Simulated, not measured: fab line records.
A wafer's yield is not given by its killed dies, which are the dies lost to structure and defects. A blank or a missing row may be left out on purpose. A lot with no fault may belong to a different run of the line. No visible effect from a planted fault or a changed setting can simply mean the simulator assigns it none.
Comparing a struck lot with a sound one / flow n5_finfet / 21 out of 1938 route steps
Sound: wafers L587.1, L587.3, L587.5. Struck: wafer L580.4 (left out: L580.1, L580.3 of the same lot, which were not struck); the cause appears at the end.
For every step that has rows: the tool of each side, followed by ch and its chambers, followed by its first start. Under that, the readings that differ: sound wafers / struck wafers / difference of the means / sigmas: that difference in standard deviations of wafers without a fault.
alike: words and numbers the same on both sides, and readings whose means are apart by under 2 such deviations; not compared: readings that were withheld, readings missing a value for some wafer, numbers with overlapping values and no deviation given by the record, and bounds like >300 which may hide the same value.
A row with sigmas, a row that says differs or no value, or rows on one side alone: a step with any of these is where the two part. When numbers do not overlap yet have no deviation, they are printed without sigmas and do not part them. A reading missing from all wafers of one side parts the sides only when that side holds two or more wafers.

N5_BEOL_M1_ANNEAL_87: time 240 s.
  sound on pvd_sputter-02 at day 11 07:28; struck on pvd_sputter-01 at day 8 18:08
  alike: heater_power_w
then, 6 steps without rows for these wafers: N5_BEOL_M1_SPUTTER_88 (material Cu, target thk 4.5 nm, time 8.29 s); N5_BEOL_M1_ANNEAL_89 (time 240 s); N5_BEOL_M1_SPUTTER_90 (material Cu, target thk 4.5 nm, time 8.29 s); N5_BEOL_M1_ANNEAL_91 (time 240 s); N5_BEOL_M1_SPUTTER_92 (material Cu, target thk 4.5 nm, time 8.29 s); N5_BEOL_M1_ANNEAL_93 (time 240 s).
N5_BEOL_M1_SPUTTER_94: material Cu, target thk 4.5 nm, time 8.29 s.
  sound on pvd_sputter-02 at day 11 08:16; struck on pvd_sputter-01 at day 8 18:56
  alike: throttle_valve_pct
then, 3 steps without rows for these wafers: N5_BEOL_M1_ANNEAL_95 (time 240 s); N5_BEOL_M1_SPUTTER_96 (material Cu, target thk 4.5 nm, time 8.29 s); N5_BEOL_M1_ECD_50 (material Cu, target thk 300 nm).
N5_BEOL_M1_ANNEAL_51: time 90 s.
  sound on rtp_anneal-02 ch 0, day 11 08:41; struck on rtp_anneal-01 ch 0, day 8 19:20
  alike: wafer_temp_C_max
N5_BEOL_M1_CMP_52: polishes, stops on SiOC, t overpolish 6.8 s, target thk 40 nm.
  sound on cmp-02 ch 0,1, day 11 08:59; struck on cmp-04 ch 0, day 8 19:38
reading=barrier_field_endpoint_s (s); sound=24.6 24.4 25.2; struck=26.3; difference=+1.6; sigmas=+2
  alike: edge_zone_pressure_frac, motor_current_A, overpolish_run_s, time_to_endpoint_s
N5_BEOL_M1_PRE_CLEAN_60: time 15 s.
  sound on cvd_co-01 ch 0,1,2, day 11 09:19; struck on cvd_co-01 ch 2, day 8 19:58
  alike: heater_power_w
then, 2 steps without rows for these wafers: N5_BEOL_M1_CO_CAP_55 (material Co, precursor CCTBA/H2, target thk 2 nm, time 102.1 s); N5_BEOL_M1_PRE_CLEAN_56 (time 15 s).
N5_BEOL_M1_DEP_57: deposits SiCN from 3MS/NH3, target thk 8 nm, time 14 s.
  sound on pecvd-01 ch 0,2, day 11 09:28; struck on pecvd-02 ch 0, day 8 20:08
reading=throttle_valve_pct (%); sound=8.8 8.1 8.2; struck=10.3; difference=+1.9; sigmas=+3
  alike: showerhead_plenum_p_Torr
N5_BEOL_M1_INSPECT_59: inspects for defects (darkfield).
  sound on defect_inspect-01 at day 11 09:34; struck on defect_inspect-02 at day 8 20:13
reading=raw_defect_count; sound=55 82 94; struck=351; difference=+274; sigmas=+11
then, 1 step without rows for these wafers: N5_BEOL_M2_ILD_DEP_00 (deposits SiOC from DEMS/O2, target thk 79 nm, time 15.3 s).
-- here the record skips 2 days between the struck wafers' starts before and after, leaving off in module BEOL_M2 and picking up in module BEOL_M4 (first step shown: number 1111 of the route) --
N5_BEOL_M4_RC_MEAS_101:
  sound on prober-01 ch 0, day 14 17:10; struck on prober-02 ch 0, day 11 07:45
reading=IOFF_N (nA/um); sound=0.138 0.153 0.149; struck=0.188; difference=+0.041; sigmas=+2
reading=SS_N (mV/dec); sound=70.9 72.1 72.0; struck=72.8; difference=+1.1; sigmas=+2
reading=VT_N (mV); sound=250.6 250.8 252.9; struck=244.6; difference=-6.8; sigmas=-3
  alike: DIBL_N, DIBL_P, IOFF_P, ION_N, ION_P, SS_P, VT_P
-- record jumps: 5 days separate the struck wafers' starts on either side; left off in module BEOL_M4, taken up again in module PASSIVATION, whose first shown step is the route's number 1936 --
N5_PASSIVATION_PROBE_49:
  the record has rows for the struck wafers here (prober-01, day 16 03:55) and none for the sound ones

== WHERE THEY PART ==
Earliest at N5_BEOL_M1_CMP_52; latest, in this record, at N5_PASSIVATION_PROBE_49.

WHY: what had been put in by the simulator
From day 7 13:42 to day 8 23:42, cmp-04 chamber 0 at N5_BEOL_M1_CMP_52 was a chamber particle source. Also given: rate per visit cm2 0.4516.
